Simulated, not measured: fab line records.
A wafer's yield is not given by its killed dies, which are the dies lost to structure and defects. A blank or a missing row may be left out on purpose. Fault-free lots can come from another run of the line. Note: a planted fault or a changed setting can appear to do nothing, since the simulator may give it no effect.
fab line records    flow n5Finfet
record: lots: 6  wafers: 17  lastDay: 19
route steps=1938 shown BEOL_M11@1561
lots untouched by any fault: they come from a run of this same line in which no faults occurred
startH: start of the lot's first displayed wafer, in hours after the record's first day    waitH: time in hours since the lot's previous step    " the same as in the row above    L1.1+2: several wafers, shown together as one row    - value missing, or start not given    * or withheld: withheld    < > ~ a bound
route shown NAME@n: NAME is a module with steps in the file, n the number in the route of the first one    usual: mean/standard deviation taken from wafers without a fault    same: alike in all rows    chamber/n: place in a boat    sites: readings site by site    _std_site: the values' standard deviation    _edge_site: inner sites' mean taken away from outer sites' mean    radiusMm: for every site, how far away it sits from the centre of the wafer    mask NAME#n: copy n    behind: the most recent tool/chamber to have shaped the wafer    hold: why the lot was held/for how many hours/how that ended    device: which transistor (n, p or np) failed to switch    end of line: the tests these same wafers got at the end of their route    where a step has no rows: the recipe by itself    killed: the dies lost at the first sort to structure and to defects; this is not the yield of the wafer    map: a wafer's dies, marking killed ones x, the rest . and places with no die _
set.NAME: the setting that was run; set.NAME@STEP: the one run at that earlier step    model.NAME: the simulator's own value behind a step, which no gauge read
lots at some steps of the route; a table a step, a row a wafer
services: the hour from which a tool's chamber was out of use, counted from the record's first day as startH (under 0 if before that day), plus the number of hours and why
== steps ==
step: N5_BEOL_M11_COAT_64
recipe: resist: SiARC  tempC: 220  timeS: 60  spinRpm: 1500  resistThkNm: 30
step: N5_BEOL_M11_COAT_22
recipe: resist: CAR-ArF  spinRpm: 1500  resistThkNm: 90
step: N5_BEOL_M11_EBR_24
recipe: solvent: PGMEA  ebrWidthMm: 1.5
step: N5_BEOL_M11_SOFTBAKE_23
recipe: tempC: 110  timeS: 60  resist: CAR-ArF
step: N5_BEOL_M11_EXPOSE_25
recipe: maskId: V10  na: 1.35  sourceShape: annular  sigmaInner: 0.5  sigmaOuter: 0.8  polarization: unpolarized  doseMj: 85.5
step: N5_BEOL_M11_PEB_26
recipe: pebTempC: withheld  pebTimeS: 60  resist: CAR-ArF
step: N5_BEOL_M11_DEVELOP_27
recipe: developTimeS: 30  developer: TMAH  resist: CAR-ArF  rinseLiquid: diw  dry: airSpin  devTempC: 23
step: N5_BEOL_M11_CD_MEAS_28
recipe: targetCdNm: 70  landingEnergyEv: 500  detector: seInlens  polarity: opening
usual: cdNm: 70.2/0.96
lot.wafer  tool      chamber  startH  waitH  cdNm
L140.2     cdSem-03  0        246.97  -      70.8
L140.3     "         0        "       "      70.5
L140.5     "         0        "       "      71.1
L149.1     cdSem-02  0        315.71  -      70.2
L149.3     "         0        "       "      69.6
L149.4     "         0        "       "      70.6
L150.2     cdSem-01  0        326.64  -      68.7
L150.4     "         0        "       "      69.2
L150.6     "         0        "       "      69.9
L154.1     cdSem-03  0        332.75  -      68.4
L154.2     "         0        "       "      70.6
L154.5     "         0        "       "      69.3
L155.1     cdSem-02  0        341.29  -      69.2
L155.4     "         0        "       "      70.4
L161.1     cdSem-01  0        401.29  -      70.3
L161.2     "         0        "       "      71.1
L161.6     "         0        "       "      70.3
step: N5_BEOL_M11_OVL_MEAS_29
recipe: pointsPerWafer: 44
usual: V10_OVL: -0.1/0.75
lot.wafer  tool        chamber  startH  waitH  V10_OVL[nm]
L140.2     overlay-02  0        247.00  0.0    -0.1
L140.3     "           0        "       "      0.4
L140.5     "           0        "       "      1.3
L149.1     overlay-01  0        315.74  0.0    -0.7
L149.3     "           0        "       "      -0.2
L149.4     "           0        "       "      -0.4
L150.2     overlay-02  0        326.67  0.0    0.4
L150.4     "           0        "       "      -0.2
L150.6     "           0        "       "      -0.3
L154.1     overlay-01  0        332.78  0.0    -1.2
L154.2     "           0        "       "      -0.5
L154.5     "           0        "       "      0.3
L155.1     overlay-02  0        341.32  0.0    -0.2
L155.4     "           0        "       "      1.7
L161.1     overlay-01  0        401.32  0.0    -0.6
L161.2     "           0        "       "      -1.6
L161.6     "           0        "       "      -1.2
step: N5_BEOL_M11_INSPECT_30
recipe: mode: adi  inspectInstrument: brightfield
usual: rawDefectCount: 407/97
lot.wafer  tool              chamber  startH  waitH  rawDefectCount
L140.2     defectInspect-02  -        247.02  0.0    538
L140.3     "                 -        "       "      340
L140.5     "                 -        "       "      436
L149.1     defectInspect-02  -        315.77  0.0    479
L149.3     "                 -        "       "      303
L149.4     "                 -        "       "      349
L150.2     defectInspect-01  -        326.69  0.0    381
L150.4     "                 -        "       "      237
L150.6     "                 -        "       "      366
L154.1     defectInspect-02  -        332.81  0.0    408
L154.2     "                 -        "       "      455
L154.5     "                 -        "       "      408
L155.1     defectInspect-01  -        341.35  0.0    394
L155.4     "                 -        "       "      330
L161.1     defectInspect-02  -        401.34  0.0    408
L161.2     "                 -        "       "      480
L161.6     "                 -        "       "      400
step: N5_BEOL_M11_DESCUM_33
recipe: chemistry: O2  timeS: 7.9  sourcePowerW: 50  biasPowerW: 20  pressureMtorr: 20  rfFrequencyHz: 2.712e+07  tempC: 40  resist: CAR-ArF  o2FlowSccm: 225
usual: drypumpMotorCurrentA: 5.5/0.54  oesProductAu: 0.77/0.081  rfVppV: 243.2/1.3  showerheadPlenumPTorr: 2.09/0.074  throttleValvePct: 20.56/0.22
lot.wafer  tool        chamber  startH  waitH  drypumpMotorCurrentA  oesProductAu  rfHoursCounterH  rfVppV  showerheadPlenumPTorr  throttleValvePct
L140.2     rieDiel-04  2        247.06  0.0    5.1                   0.69          210              242.3   1.99                   20.46
L140.3     "           1        "       "      4.9                   0.73          175              244.7   2.14                   20.70
L140.5     "           2        "       "      5.1                   0.70          -                242.5   1.99                   20.46
L149.1     rieDiel-03  2        316.05  0.3    6.1                   0.92          24               244.7   2.14                   20.11
L149.3     "           0        "       "      4.9                   0.73          199              241.5   2.00                   20.82
L149.4     "           1        "       "      6.1                   0.69          204              243.2   2.08                   20.73
L150.2     rieDiel-04  3        326.79  0.1    4.9                   0.73          203              245.9   2.14                   20.53
L150.4     "           0        "       "      5.3                   0.71          -                244.5   2.08                   20.30
L150.6     "           3        "       "      4.9                   0.73          -                244.2   2.14                   20.52
L154.1     rieDiel-03  1        332.84  0.0    6.1                   0.68          209              243.3   2.08                   20.75
L154.2     "           3        "       "      6.3                   0.87          51               240.9   2.05                   20.70
L154.5     "           0        "       "      4.9                   0.73          -                241.4   2.00                   20.85
L155.1     rieDiel-03  1        341.38  0.0    6.0                   0.68          212              244.2   2.08                   20.74
L155.4     "           2        "       "      6.1                   0.90          32               243.7   2.14                   20.13
L161.1     rieDiel-04  1        401.60  0.3    4.9                   0.70          222              244.1   2.13                   20.77
L161.2     "           2        "       "      5.1                   0.99          1                245.7   2.24                   20.17
L161.6     "           3        "       "      4.9                   0.71          -                243.9   2.13                   20.56
step: N5_BEOL_M11_ETCH_65
recipe: chemistry: CF4  target: SiARC  targetDepthA: 390  maskMaterial: CAR-ArF  timeS: 65  ionEnergyEv: 80  pressureMtorr: 40  sourceW: 545  biasW: 36  Ar_flow_sccm: 100  cf4FlowSccm: 100  ends: cleared
usual: drypumpMotorCurrentA: 5.5/0.54  etchRfOnTimeS: 65.1/1.4  mfcArSccm: 100.0/0.3  oesProductAu: 0.66/0.069  rfVppV: 184.1/1.3  showerheadPlenumPTorr: 2.14/0.076  throttleValvePct: 15.75/0.22
lot.wafer  tool        chamber  startH  waitH  drypumpMotorCurrentA  etchRfOnTimeS  mfcArSccm  oesProductAu  rfHoursCounterH  rfVppV  showerheadPlenumPTorr  throttleValvePct
L140.2     rieDiel-04  2        247.09  0.0    5.1                   63.3           100.2      0.61          210              181.5   2.05                   15.76
L140.3     "           1        "       "      4.9                   66.3           100.0      0.62          175              186.6   2.22                   16.03
L140.5     "           2        "       "      5.1                   64.2           100.3      0.61          -                182.7   2.05                   15.75
L149.1     rieDiel-03  2        316.08  0.0    6.1                   61.9           100.3      0.79          24               183.9   2.19                   15.30
L149.3     "           0        "       "      4.9                   65.3           99.7       0.62          199              183.5   2.03                   15.95
L149.4     "           1        "       "      6.0                   65.5           99.9       0.59          204              183.1   2.13                   15.93
L150.2     rieDiel-04  3        326.83  0.0    4.9                   67.0           99.6       0.60          203              185.4   2.20                   15.78
L150.4     "           0        "       "      5.3                   65.7           99.7       0.60          -                183.5   2.13                   15.52
L150.6     "           3        "       "      4.9                   66.7           99.9       0.61          -                185.4   2.20                   15.79
L154.1     rieDiel-03  1        332.88  0.0    6.0                   66.8           99.6       0.59          209              184.4   2.13                   15.94
L154.2     "           3        "       "      6.3                   65.0           99.8       0.73          51               183.3   2.10                   15.78
L154.5     "           0        "       "      4.9                   66.5           100.2      0.62          -                185.1   2.03                   15.95
L155.1     rieDiel-03  1        341.42  0.0    6.0                   66.6           99.7       0.58          212              183.6   2.12                   15.95
L155.4     "           2        "       "      6.1                   62.0           100.3      0.77          32               185.4   2.19                   15.34
L161.1     rieDiel-04  1        401.63  0.0    4.9                   67.3           100.0      0.59          222              183.8   2.21                   16.14
L161.2     "           2        "       "      5.1                   63.5           99.9       0.86          1                185.6   2.29                   15.37
L161.6     "           3        "       "      4.9                   66.9           99.8       0.60          -                184.9   2.19                   15.85
step: N5_BEOL_M11_ETCH_66
recipe: chemistry: N2/H2  target: SOC  targetDepthA: 1200  overetchA: 240  maskMaterial: SiARC  tempC: 40  timeS: 180  ionEnergyEv: 200  pressureMtorr: 30  sourceW: 840  biasW: 150  n2FlowSccm: 200  h2FlowSccm: 200
usual: drypumpMotorCurrentA: 5.5/0.54  oesProductAu: 0.62/0.06  rfVppV: 523.8/2.7  showerheadPlenumPTorr: 2.54/0.094  throttleValvePct: 17.90/0.26
lot.wafer  tool        chamber  startH  waitH  drypumpMotorCurrentA  oesProductAu  rfHoursCounterH  rfVppV  showerheadPlenumPTorr  throttleValvePct  model.etch.depthNm  model.SiARC_of_BEOL_M11_COAT_64.thkNm
L140.2     rieDiel-04  2        247.14  0.0    5.1                   0.57          210              521.1   2.40                   17.77             99.97               22.6
L140.3     "           1        "       "      4.9                   0.59          175              526.3   2.63                   18.26             99.91               22.8
L140.5     "           2        "       "      5.1                   0.57          -                520.2   2.40                   17.78             100.1               22.8
L149.1     rieDiel-03  2        316.13  0.0    6.2                   0.72          24               525.3   2.59                   17.41             99.41               22.2
L149.3     "           0        "       "      4.9                   0.59          199              520.5   2.42                   18.18             99.47               22.8
L149.4     "           1        "       "      6.0                   0.57          204              524.1   2.52                   18.08             99.7                22.8
L150.2     rieDiel-04  3        326.88  0.0    4.9                   0.59          203              525.4   2.61                   17.99             100.4               23.2
L150.4     "           0        "       "      5.3                   0.57          -                523.5   2.53                   17.68             100.1               22.8
L150.6     "           3        "       "      4.9                   0.59          -                527.2   2.61                   18.02             100.2               23
L154.1     rieDiel-03  1        332.93  0.0    6.1                   0.54          209              524.0   2.51                   18.11             96.03               25.2
L154.2     "           3        "       "      6.3                   0.70          51               521.7   2.46                   17.85             99.2                25
L154.5     "           0        "       "      4.9                   0.59          -                521.0   2.42                   18.21             100.1               22.8
L155.1     rieDiel-03  1        341.47  0.0    6.0                   0.55          212              522.1   2.51                   18.10             95.92               25
L155.4     "           2        "       "      6.2                   0.70          32               526.0   2.59                   17.43             100.3               22.2
L161.1     rieDiel-04  1        401.68  0.0    5.0                   0.57          222              525.2   2.61                   18.34             100.2               23
L161.2     "           2        "       "      5.1                   0.80          2                527.6   2.70                   17.44             100.8               22.6
L161.6     "           3        "       "      4.9                   0.57          -                527.2   2.60                   18.04             100.6               23
step: N5_BEOL_M11_STRIP_69
recipe: chemistry: N2/H2  tempC: 40  n2FlowSccm: 200  h2FlowSccm: 200  rfFrequencyHz: 6e+07
== services ==
tool        chamber  startH  hours  kind
rieDiel-03  -        253.91  0.7    repair
rieDiel-04  3        309.13  11.7   repair
rieDiel-04  1        326.22  4.5    repair
rieDiel-04  3        358.52  5.5    repair
rieDiel-04  2        371.62  -      clean
rieDiel-04  2        371.62  -      consumableReplace:focusRing
rieDiel-04  2        371.62  -      consumableReplace:showerhead
rieDiel-04  2        371.62  24.5   scheduledDown
rieDiel-04  2        371.62  24.5   ventCycle
== key ==
firstSign none at tools or gauges
modelEffect: step: N5_BEOL_M11_ETCH_66  value: etch.depthNm  without: 100.2  struck: 97.05
metAt N5_BEOL_M11_ETCH_66
struckWafers L154.1,L154.2,L155.1
sortLeftOut L154.1,L154.2,L155.1
onsetBetween 316.13 332.93
fault: kind: processParameterDrift  tool: rieDiel-03  chamber: -  onsetH: 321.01  steps: N5_BEOL_M11_ETCH_66  channel: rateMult  offset: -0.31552  shape: step  endH: 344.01  scope: struckWafersOnly
sortLeftOut: the simulated sort isn't trusted on such a fault, so these wafers' sort isn't shown, and their yield isn't known
